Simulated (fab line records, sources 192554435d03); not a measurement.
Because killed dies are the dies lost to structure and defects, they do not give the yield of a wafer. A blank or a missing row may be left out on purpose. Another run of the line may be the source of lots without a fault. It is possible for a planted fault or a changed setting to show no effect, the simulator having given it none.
2 desks looking at one fault || flow n5 finfet || every desk sees just its own numbers, and what lay behind them comes last

THE DEFECT DESK
Counts from the inspections along the route, per lot, as means over the sampled wafers that have a number. Any lot whose mean is over 4 standard deviations away from the usual mean is out of limits and marked OUT; that distance is given in the brackets.
Columns: A = raw defect count at N5_ZERO_LAYER_INSPECT_20, usual 36
{"lot": "L985", "first seen here": "day 1 19:15", "A": 33}
{"lot": "L990", "first seen here": "day 3 01:35", "A": 21}
{"lot": "L994", "first seen here": "day 4 01:29", "A": 21}
{"lot": "L998", "first seen here": "day 5 01:15", "A": 42}
{"lot": "L102", "first seen here": "day 6 01:17", "A": 38}
{"lot": "L103", "first seen here": "day 6 07:38", "A": 34}
This desk's finding: nothing out of limits on any of the 6 lots.

FROM THE METROLOGY DESK
Means of the sampled wafers that have a number, per lot and without regard to the tool the lot ran on: this is what the gauges read. Any lot whose mean is over 4 standard deviations away from the usual mean is out of limits and marked OUT; that distance is given in the brackets. Shown here are 7 of its 11 readings, the ones lying furthest out on some lot.
Columns: A = cd nm at N5_ZERO_LAYER_CD_MEAS_11, usual 2000.5 nm; B = DIBL_N at N5_BEOL_M4_RC_MEAS_101, usual 36.6 mV/V; C = IOFF_N at N5_BEOL_M4_RC_MEAS_101, usual 0.17 nA/um; D = IOFF_P at N5_BEOL_M4_RC_MEAS_101, usual 0.23 nA/um; E = ION_P at N5_BEOL_M4_RC_MEAS_101, usual 467 uA/um; F = SS_N at N5_BEOL_M4_RC_MEAS_101, usual 71.6 mV/dec; G = VT_N at N5_BEOL_M4_RC_MEAS_101, usual 249 mV
{"lot": "L985", "first seen here": "day 1 18:38", "A": 2003.1, "B": 34.3, "C": 0.14, "D": 0.19, "E": 458, "F": 71.2, "G": 251}
{"lot": "L990", "first seen here": "day 3 00:52", "A": 1999.2, "B": 36.6, "C": 0.17, "D": 0.20, "E": 463, "F": 70.7, "G": 249}
{"lot": "L994", "first seen here": "day 4 00:38", "A": 1999.4, "B": 38.7, "C": 0.21, "D": 0.26, "E": 463, "F": 72.5, "G": 247}
{"lot": "L998", "first seen here": "day 5 00:38", "A": 1996.9, "B": 37.6, "C": 0.17, "D": 0.20, "E": 453, "F": 72.1, "G": 251}
{"lot": "L102", "first seen here": "day 6 00:40", "A": 2000.2, "B": 39.0, "C": 0.19, "D": 0.24, "E": 471, "F": 71.8, "G": 248}
{"lot": "L103", "first seen here": "day 6 06:38", "A": 2002.3, "B": 37.4, "C": 0.20, "D": 0.28, "E": 476, "F": 71.9, "G": 245}
This desk's finding: nothing out of limits on any of the 6 lots.

TAKEN TOGETHER
The defect desk saw nothing out of limits.
The metrology desk saw nothing out of limits.

WHAT WAS PUT IN BY THE SIMULATOR
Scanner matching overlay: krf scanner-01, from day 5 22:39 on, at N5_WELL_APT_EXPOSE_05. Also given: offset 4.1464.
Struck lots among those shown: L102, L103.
